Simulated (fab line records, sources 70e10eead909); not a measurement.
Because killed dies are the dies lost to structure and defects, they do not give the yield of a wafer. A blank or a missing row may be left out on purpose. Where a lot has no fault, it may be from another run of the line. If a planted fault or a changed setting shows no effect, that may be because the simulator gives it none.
Which of the tools did it? + flow nand-harc + 24 lots with 72 wafers sampled at 5 steps, on a route of 1302 steps

WHAT THE GAUGES SHOWED, per wafer
NHARC_A_SGD_CUT_INSPECT_11.
| lot  | measured     | on                | raw-defect-count |
|------|--------------|-------------------|------------------|
| L074 | day 19 06:44 | defect-inspect-01 | 15 16 18         |
| L076 | day 19 17:06 | defect-inspect-01 | 104 102 106      |
| L075 | day 19 17:55 | defect-inspect-02 | 12 14 26         |
| L077 | day 20 21:02 | defect-inspect-01 | 19 13 13         |
| L078 | day 20 21:20 | defect-inspect-01 | 17 20 25         |
| L080 | day 21 00:27 | defect-inspect-01 | 21 20 18         |
| L079 | day 20 21:11 | defect-inspect-02 | 120 89 107       |
| L082 | day 22 06:05 | defect-inspect-01 | 75 69 60         |
| L081 | day 22 05:09 | defect-inspect-01 | 57 58 57         |
| L083 | day 22 20:29 | defect-inspect-01 | 21 24 23         |
| L085 | day 23 09:58 | defect-inspect-01 | 18 9 14          |
| L084 | day 23 10:07 | defect-inspect-01 | 83 79 90         |
| L086 | day 24 02:34 | defect-inspect-02 | 83 76 77         |
| L087 | day 24 14:58 | defect-inspect-02 | 18 16 30         |
| L088 | day 24 23:41 | defect-inspect-02 | 56 68 80         |
| L089 | day 24 23:58 | defect-inspect-01 | 106 95 89        |
| L090 | day 26 00:45 | defect-inspect-01 | 55 59 56         |
| L092 | day 26 16:36 | defect-inspect-01 | 49 60 62         |
| L091 | day 26 16:26 | defect-inspect-02 | 71 79 72         |
| L093 | day 26 17:37 | defect-inspect-01 | 51 66 61         |
| L094 | day 27 13:41 | defect-inspect-02 | 33 20 17         |
| L095 | day 28 01:02 | defect-inspect-02 | 17 19 24         |
| L097 | day 28 21:47 | defect-inspect-02 | 8 6 5            |
| L096 | day 29 14:10 | defect-inspect-02 | 98 76 80         |

NHARC_A_SGD_CUT_INSPECT_25.
| lot  | measured     | on                | raw-defect-count |
|------|--------------|-------------------|------------------|
| L074 | day 19 13:40 | defect-inspect-02 | 356 305 394      |
| L076 | day 20 02:43 | defect-inspect-02 | 450 313 372      |
| L075 | day 20 02:43 | defect-inspect-01 | 288 261 385      |
| L077 | day 21 03:49 | defect-inspect-02 | 395 312 341      |
| L078 | day 21 03:58 | defect-inspect-02 | 326 360 364      |
| L080 | day 21 11:02 | defect-inspect-01 | 313 362 297      |
| L079 | day 21 03:50 | defect-inspect-01 | 336 418 310      |
| L082 | day 22 11:47 | defect-inspect-01 | 453 412 434      |
| L081 | day 22 11:44 | defect-inspect-01 | 354 280 319      |
| L083 | day 23 04:41 | defect-inspect-01 | 241 221 259      |
| L085 | day 23 16:52 | defect-inspect-01 | 417 352 396      |
| L084 | day 23 16:52 | defect-inspect-01 | 437 441 411      |
| L086 | day 24 09:26 | defect-inspect-02 | 491 571 572      |
| L087 | day 24 22:35 | defect-inspect-02 | 361 307 353      |
| L088 | day 25 10:10 | defect-inspect-02 | 341 319 344      |
| L089 | day 25 10:08 | defect-inspect-01 | 391 381 347      |
| L090 | day 26 07:27 | defect-inspect-02 | 400 387 396      |
| L092 | day 26 23:12 | defect-inspect-02 | 371 356 358      |
| L091 | day 26 23:08 | defect-inspect-01 | 412 346 456      |
| L093 | day 26 23:08 | defect-inspect-02 | 237 410 364      |
| L094 | day 27 20:22 | defect-inspect-02 | 241 301 274      |
| L095 | day 28 09:53 | defect-inspect-02 | 421 345 387      |
| L097 | day 29 04:19 | defect-inspect-02 | 276 223 281      |
| L096 | day 29 21:49 | defect-inspect-01 | 368 368 331      |

NHARC_A_SLIT_CD_MEAS_09 targets a cd of 300 nm.
| lot  | measured     | on        | cd-nm (nm)        |
|------|--------------|-----------|-------------------|
| L074 | day 19 18:31 | cd-sem-01 | 300.8 300.3 299.9 |
| L076 | day 20 07:43 | cd-sem-01 | 299.9 299.9 300.2 |
| L075 | day 20 07:34 | cd-sem-01 | 300.1 300.6 300.9 |
| L077 | day 21 09:33 | cd-sem-03 | 300.6 299.9 300.3 |
| L078 | day 21 13:17 | cd-sem-03 | 300.3 300.0 300.6 |
| L080 | day 21 18:23 | cd-sem-01 | 300.6 299.7 300.0 |
| L079 | day 21 09:43 | cd-sem-03 | 299.8 300.0 299.8 |
| L082 | day 22 16:45 | cd-sem-03 | 299.8 300.2 300.2 |
| L081 | day 22 16:35 | cd-sem-01 | 299.9 300.4 300.0 |
| L083 | day 23 11:02 | cd-sem-03 | 300.7 300.5 299.6 |
| L085 | day 23 22:16 | cd-sem-03 | 299.9 299.8 299.3 |
| L084 | day 23 22:58 | cd-sem-01 | 300.1 299.7 299.7 |
| L086 | day 24 16:47 | cd-sem-01 | 299.7 300.0 300.3 |
| L087 | day 25 03:19 | cd-sem-01 | 300.7 299.7 300.1 |
| L088 | day 25 18:43 | cd-sem-03 | 299.9 300.1 300.0 |
| L089 | day 25 16:28 | cd-sem-01 | 299.7 301.0 301.6 |
| L090 | day 26 17:47 | cd-sem-03 | 300.3 299.5 299.8 |
| L092 | day 27 04:52 | cd-sem-02 | 299.7 299.9 300.9 |
| L091 | day 27 04:09 | cd-sem-01 | 299.3 299.9 299.9 |
| L093 | day 27 03:59 | cd-sem-03 | 300.7 300.2 300.7 |
| L094 | day 28 01:10 | cd-sem-02 | 299.8 299.4 299.7 |
| L095 | day 28 14:46 | cd-sem-02 | 300.8 300.4 300.4 |
| L097 | day 29 10:10 | cd-sem-03 | 299.8 300.2 300.0 |
| L096 | day 30 02:50 | cd-sem-02 | 299.7 299.8 299.4 |

EACH LOT AND THE TOOL THAT RAN IT (in order: tool; ch and the chambers of the sampled wafers; start)
| lot  | NHARC_A_STAIRCASE_DESCUM_312       | NHARC_A_STAIRCASE_CMP_450     |
|------|------------------------------------|-------------------------------|
| L074 | rie-diel-06 ch 0,1,2, day 17 07:13 | cmp-04 ch 0,3, day 19 04:09   |
| L076 | rie-diel-09 ch 0,1,3, day 17 14:32 | cmp-03 ch 0,1,3, day 19 14:31 |
| L075 | rie-diel-09 ch 1,2,3, day 17 16:41 | cmp-04 ch 1,2, day 19 15:20   |
| L077 | rie-diel-09 ch 0,2,3, day 18 12:13 | cmp-01 ch 0,2,3, day 20 18:14 |
| L078 | rie-diel-01 ch 0,1,2, day 18 12:23 | cmp-04 ch 0,1,3, day 20 18:31 |
| L080 | rie-diel-09 ch 1,2,3, day 18 19:48 | cmp-03 ch 1,2, day 20 21:19   |
| L079 | rie-diel-06 ch 1,2,3, day 18 21:29 | cmp-03 ch 0,1,3, day 20 18:25 |
| L082 | rie-diel-09 ch 0,1,3, day 19 22:40 | cmp-01 ch 0,3, day 22 03:11   |
| L081 | rie-diel-01 ch 1,2,3, day 20 03:14 | cmp-03 ch 1,2,3, day 22 02:27 |
| L083 | rie-diel-06 ch 1,2, day 20 10:23   | cmp-03 ch 0,1,3, day 22 17:47 |
| L085 | rie-diel-09 ch 0,1,3, day 21 03:36 | cmp-04 ch 1,2,3, day 23 07:16 |
| L084 | rie-diel-01 ch 0,1,3, day 21 05:58 | cmp-03 ch 0,2,3, day 23 07:17 |
| L086 | rie-diel-06 ch 1,3, day 22 00:11   | cmp-04 ch 0,2, day 23 23:48   |
| L087 | rie-diel-09 ch 0,2,3, day 22 11:44 | cmp-01 ch 1,2,3, day 24 12:17 |
| L088 | rie-diel-06 ch 0,1, day 23 00:43   | cmp-01 ch 1,2, day 24 20:58   |
| L089 | rie-diel-06 ch 0,3, day 23 01:10   | cmp-04 ch 1,2,3, day 24 21:16 |
| L090 | rie-diel-09 ch 0,1,2, day 23 16:03 | cmp-01 ch 1,2,3, day 25 22:11 |
| L092 | rie-diel-01 ch 0,1,3, day 24 08:46 | cmp-03 ch 1,2,3, day 26 13:52 |
| L091 | rie-diel-09 ch 1,2,3, day 24 10:13 | cmp-01 ch 0,1, day 26 13:44   |
| L093 | rie-diel-09 ch 1,2,3, day 24 15:42 | cmp-01 ch 1,2,3, day 26 15:04 |
| L094 | rie-diel-01 ch 1,3, day 25 09:10   | cmp-01 ch 1,2,3, day 27 11:06 |
| L095 | rie-diel-06 ch 0,1, day 25 18:01   | cmp-04 ch 0,1, day 27 22:10   |
| L097 | rie-diel-06 ch 0,3, day 26 21:04   | cmp-01 ch 0,1,2, day 28 19:02 |
| L096 | rie-diel-01 ch 0,2,3, day 27 06:07 | cmp-03 ch 0,2,3, day 29 11:12 |
- NHARC_A_STAIRCASE_DESCUM_312: chemistry O2, time 3 s.
- NHARC_A_STAIRCASE_CMP_450: polishes SiO2, target thk 200 nm.

AS READ BY THE TOOLS THEMSELVES (means over the sampled wafers that have a number; for cases with no such wafer, the mark the record gives instead)
NHARC_A_STAIRCASE_DESCUM_312.
| lot  | tool        | drypump-motor-current-A (A) | oes-product-au (a.u.) | rf-vpp-V (V) | showerhead-plenum-p-Torr (Torr) | throttle-valve-pct (%) |
|------|-------------|-----------------------------|-----------------------|--------------|---------------------------------|------------------------|
| L074 | rie-diel-06 | 5.9                         | 0.996                 | 57.5         | 1.89                            | 11.314                 |
| L076 | rie-diel-09 | 5.7                         | 1.000                 | 57.4         | 1.88                            | 11.313                 |
| L075 | rie-diel-09 | 5.7                         | 1.003                 | 57.3         | 1.97                            | 11.311                 |
| L077 | rie-diel-09 | 6.2                         | 0.994                 | 57.1         | 1.93                            | 11.303                 |
| L078 | rie-diel-01 | 5.5                         | 1.000                 | 58.4         | 1.94                            | 11.316                 |
| L080 | rie-diel-09 | 5.7                         | 0.993                 | 58.0         | 1.97                            | 11.307                 |
| L079 | rie-diel-06 | 6.1                         | 0.997                 | 57.3         | 1.88                            | 11.303                 |
| L082 | rie-diel-09 | 5.7                         | 1.000                 | 57.6         | 1.88                            | 11.313                 |
| L081 | rie-diel-01 | 5.7                         | 1.000                 | 57.6         | 1.92                            | 11.312                 |
| L083 | rie-diel-06 | 6.2                         | 0.999                 | 57.8         | 1.95                            | 11.310                 |
| L085 | rie-diel-09 | 5.7                         | 0.997                 | 57.8         | 1.88                            | 11.305                 |
| L084 | rie-diel-01 | 5.5                         | 1.002                 | 57.2         | 1.86                            | 11.315                 |
| L086 | rie-diel-06 | 5.9                         | 1.008                 | 56.7         | 1.80                            | 11.305                 |
| L087 | rie-diel-09 | 6.2                         | 1.001                 | 58.3         | 1.92                            | 11.300                 |
| L088 | rie-diel-06 | 5.5                         | 1.005                 | 57.1         | 1.81                            | 11.317                 |
| L089 | rie-diel-06 | 5.3                         | 0.998                 | 57.6         | 1.80                            | 11.312                 |
| L090 | rie-diel-09 | 5.6                         | 1.002                 | 58.1         | 1.92                            | 11.308                 |
| L092 | rie-diel-01 | 5.6                         | 1.004                 | 56.8         | 1.85                            | 11.313                 |
| L091 | rie-diel-09 | 5.8                         | 1.003                 | 58.0         | 1.96                            | 11.311                 |
| L093 | rie-diel-09 | 5.7                         | 1.005                 | 57.6         | 1.96                            | 11.316                 |
| L094 | rie-diel-01 | 5.7                         | 0.995                 | 56.9         | 1.83                            | 11.314                 |
| L095 | rie-diel-06 | 5.5                         | 0.997                 | 57.4         | 1.80                            | 11.318                 |
| L097 | rie-diel-06 | 5.5                         | 1.005                 | 57.2         | 1.78                            | 11.304                 |
| L096 | rie-diel-01 | 5.6                         | 0.999                 | 57.8         | 1.89                            | 11.317                 |

NHARC_A_STAIRCASE_CMP_450.
| lot  | tool   | motor-current-A (A) |
|------|--------|---------------------|
| L074 | cmp-04 | 13.7                |
| L076 | cmp-03 | 11.4                |
| L075 | cmp-04 | 13.3                |
| L077 | cmp-01 | 13.9                |
| L078 | cmp-04 | 13.0                |
| L080 | cmp-03 | 12.8                |
| L079 | cmp-03 | 11.7                |
| L082 | cmp-01 | 14.1                |
| L081 | cmp-03 | 12.3                |
| L083 | cmp-03 | 11.8                |
| L085 | cmp-04 | 13.2                |
| L084 | cmp-03 | 13.2                |
| L086 | cmp-04 | 13.3                |
| L087 | cmp-01 | 12.5                |
| L088 | cmp-01 | 11.9                |
| L089 | cmp-04 | 13.4                |
| L090 | cmp-01 | 12.3                |
| L092 | cmp-03 | 12.2                |
| L091 | cmp-01 | 14.2                |
| L093 | cmp-01 | 12.9                |
| L094 | cmp-01 | 12.4                |
| L095 | cmp-04 | 12.6                |
| L097 | cmp-01 | 13.7                |
| L096 | cmp-03 | 12.6                |

THE ANSWER, worked out from the rows above alone
Rule: the lots themselves supply what counts as usual. The widest of any qualifying gaps counts: lots, ordered by their means at a reading, are off when they make up no more than a third of the lots, leave a main group of 4 or more, and stand apart from it by 3 or more times the standard deviation of that group's means. The tables above print the reading to a certain number of digits; a main group whose means all agree to those digits is not used. Also off: a lot with no number at a reading for which 4 or more lots have one. All remaining lots with rows at the step are treated as sound. Order of review: gauges by route order, followed by the tools' own readings, for which a lot's mean as printed above is used. At the first step where some lot is off, the reading lying furthest off is the one used; lots without a number count as furthest.
Nothing can be told from this: no lot is off at any reading shown.

WHAT THE SIMULATOR HAD INSERTED
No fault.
